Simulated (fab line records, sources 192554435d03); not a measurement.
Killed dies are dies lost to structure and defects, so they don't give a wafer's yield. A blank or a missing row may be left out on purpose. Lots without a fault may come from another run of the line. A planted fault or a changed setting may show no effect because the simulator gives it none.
A struck lot beside a sound one | flow n5_finfet | 16 steps out of a route of 1938
Sound: wafers L531.1, L531.2, L531.3. Struck: wafers L539.4, L539.5, L539.6. The cause comes at the end.
At each step with rows: each side's tool, then ch and its chambers, then its first start. Under that, the readings that differ: sound wafers | struck wafers | difference of the means | sigmas: that difference in standard deviations of wafers without a fault.
alike: readings whose means differ by less than 2 such deviations, and words and numbers that are the same on both sides. not compared: withheld readings, readings that some wafer has no value for, bounds like >300 that may hide the same value, and numbers for which the record gives no deviation and whose values overlap.
The two part at a step that has a row with sigmas, a row that says differs or no value, or rows on one side only. Numbers that don't overlap but have no deviation are shown without sigmas and don't part them. A reading that every wafer of one side lacks parts them only if that side has two wafers or more.

N5_BEOL_M4_ETCH_41: etches SiCN in CH3F/O2, target depth 29.9 nm, time 52.5 s.
  sound on rie_diel-05 ch 0,1,2; struck on rie_diel-06 ch 0,2,3
  alike: drypump_motor_current_A, oes_product_au, rf_vpp_V, showerhead_plenum_p_Torr, throttle_valve_pct
  not compared: rf_hours_counter_h
then, 1 step without rows for these wafers: N5_BEOL_M4_STRIP_97 (strips in N2/H2, time 10 s).
N5_BEOL_M4_OCD_MEAS_38:
  sound on ocd-01, day 9 10:38; struck on ocd-01, day 11 14:40
  alike: trench_depth_nm
then, 4 steps without rows for these wafers: N5_BEOL_M4_HM_STRIP_39 (strips TiN in peroxide tin strip, target depth 25 nm, time 158 s); N5_BEOL_M4_SRD_40 (time 30 s); N5_BEOL_M4_PRECLEAN_42 (cleans in residue remover, time 60 s); N5_BEOL_M4_SRD_43 (time 30 s).
N5_BEOL_M4_CD_MEAS_35: target cd 18 nm, target cd y 22.4 nm.
  sound on cd_sem-02, day 9 10:50; struck on cd_sem-02, day 11 14:49
  alike: cd_nm
then, 1 step without rows for these wafers: N5_BEOL_M4_DEGAS_44 (time 60 s).
N5_BEOL_M4_PRE_CLEAN_45: time 30 s.
  sound on pvd_sputter-03, day 9 11:32; struck on pvd_sputter-03, day 11 15:05
  alike: heater_power_w
N5_BEOL_M4_ALD_84: deposits TaN, pulse time 2 s, purge time 3 s, co reactant purge time 2 s.
  sound on ald_metal-02 ch 0,1,2, day 9 11:37; struck on ald_metal-02 ch 0,2,3, day 11 15:10
  alike: heater_power_w, mfc_carrier_sccm, precursor_vessel_temp_c
N5_BEOL_M4_SURFACE_TREAT_85:
  sound on pvd_sputter-02, day 9 12:40; struck on pvd_sputter-02, day 11 15:26
  not compared: throttle_valve_pct
N5_BEOL_M4_CVD_47: deposits Co from CCTBA/H2, target thk 3 nm, time 223.8 s.
  sound on cvd_co-01 ch 0,1,2, day 9 12:44; struck on cvd_co-01 ch 0,1,2, day 11 15:37
  reading          | sound             | struck            | difference | sigmas
  run_length_s (s) | 246.4 247.8 246.4 | 331.0 329.6 329.7 | +83.2      | +99 or more
N5_BEOL_M4_SPUTTER_48: material Cu, target thk 4.5 nm, time 8.29 s.
  sound on pvd_sputter-01, day 9 13:59; struck on pvd_sputter-02, day 11 15:42
  alike: throttle_valve_pct
N5_BEOL_M4_RC_MEAS_101:
  sound on prober-02 ch 0, day 9 17:05; struck on prober-02 ch 0, day 11 19:02
  reading        | sound          | struck         | difference | sigmas
  IOFF_N (nA/um) | 0.18 0.11 0.08 | 0.23 0.20 0.22 | +0.09      | +2
  VT_N (mV)      | 249 255 259    | 245 247 245    | -9         | -2
  alike: DIBL_N, DIBL_P, IOFF_P, ION_N, ION_P, SS_N, SS_P, VT_P
-- the record jumps here: 4 days lie between the struck wafers' starts before and after (it left off in module BEOL_M4 and takes up again in module PASSIVATION, whose first step shown is number 1936 of the route) --
N5_PASSIVATION_PROBE_49:
  sound on prober-01, day 14 11:27; struck on prober-01, day 16 05:46
  alike: defect_limited_yield, killed_at_M0_to_M3, killed_at_M4_up, killed_at_contacts, killed_at_front_end, killed_at_other, killed_dies, killed_open, killed_short, sort_bin_5_function, sort_bin_6_memory, sort_bin_8_speed, sort_n_pass, sort_yield_pct

WHERE THEY PART
First at N5_BEOL_M4_CVD_47; last, within this record, at N5_BEOL_M4_RC_MEAS_101. Later steps at which nothing parts them and some readings are alike: N5_PASSIVATION_PROBE_49.

WHY: what the simulator had put in
Process parameter drift: cvd_co-01, from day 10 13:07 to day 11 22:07, at N5_BEOL_M4_CVD_47. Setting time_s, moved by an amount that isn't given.
